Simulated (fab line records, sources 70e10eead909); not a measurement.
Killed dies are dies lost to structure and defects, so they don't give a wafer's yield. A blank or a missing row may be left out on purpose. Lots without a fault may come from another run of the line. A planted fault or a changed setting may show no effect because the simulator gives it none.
Chamber matching | flow nand_harc | NHARC_A_WL_FILL_ALD_19 on ald_metal-02: 4 sister chambers
The step deposits TiN, target thk 2 nm, pulse time 3 s, ald cycles 100. 8 wafers are shown with their chamber, then 8 later ones without.

WAFERS WITH THEIR CHAMBER
wafer  | chamber | heater_power_w (W) | precursor_pulse_height_rel
L080.4 | 2       | 1118               | 1.019
L080.6 | 2       | 1167               | 0.993
L085.1 | 3       | 1153               | 0.986
L085.6 | 1       | 1357               | 1.026
L089.1 | 3       | 1131               | 1.001
L089.4 | 1       | 1353               | 1.027
L089.6 | 0       | 1037               | 1.009
L092.1 | 0       | 1008               | 1.010

WAFERS WITHOUT THEIR CHAMBER
wafer  | heater_power_w (W) | precursor_pulse_height_rel
L092.3 | 1146               | 0.954
L092.6 | 1353               | 1.003
L093.3 | 1029               | 0.998
L093.4 | 1347               | 0.971
L093.5 | 1131               | 0.985
L095.1 | 1137               | 1.017
L095.2 | 1137               | 1.003
L095.3 | 1021               | 0.995

WHICH CHAMBER EACH WENT THROUGH
wafer  | from the rows above     | in truth
L092.3 | can't be placed: 3 or 2 | 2
L092.6 | 1                       | 1
L093.3 | 0                       | 0
L093.4 | 1                       | 1
L093.5 | can't be placed: 3 or 2 | 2
L095.1 | can't be placed: 2 or 3 | 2
L095.2 | can't be placed: 2 or 3 | 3
L095.3 | 0                       | 0
Placed correctly: 4 of 8. Can't be placed from these rows: 4 (the true chamber is among the candidates in 4). Placed wrongly: 0.
How it was worked out, from the rows above alone: a wafer's distance from a chamber is the root of the sum, over the readings, of the square of ((its reading less the chamber's mean) divided by the reading's scatter). The wafer belongs to the nearest chamber; if the next one is less than 2 further off, it can't be placed. A chamber's mean is the mean of its shown wafers. The scatter: the root of (the sum of the squares of (reading less its chamber's mean) over the shown wafers, divided by (wafers less chambers)).
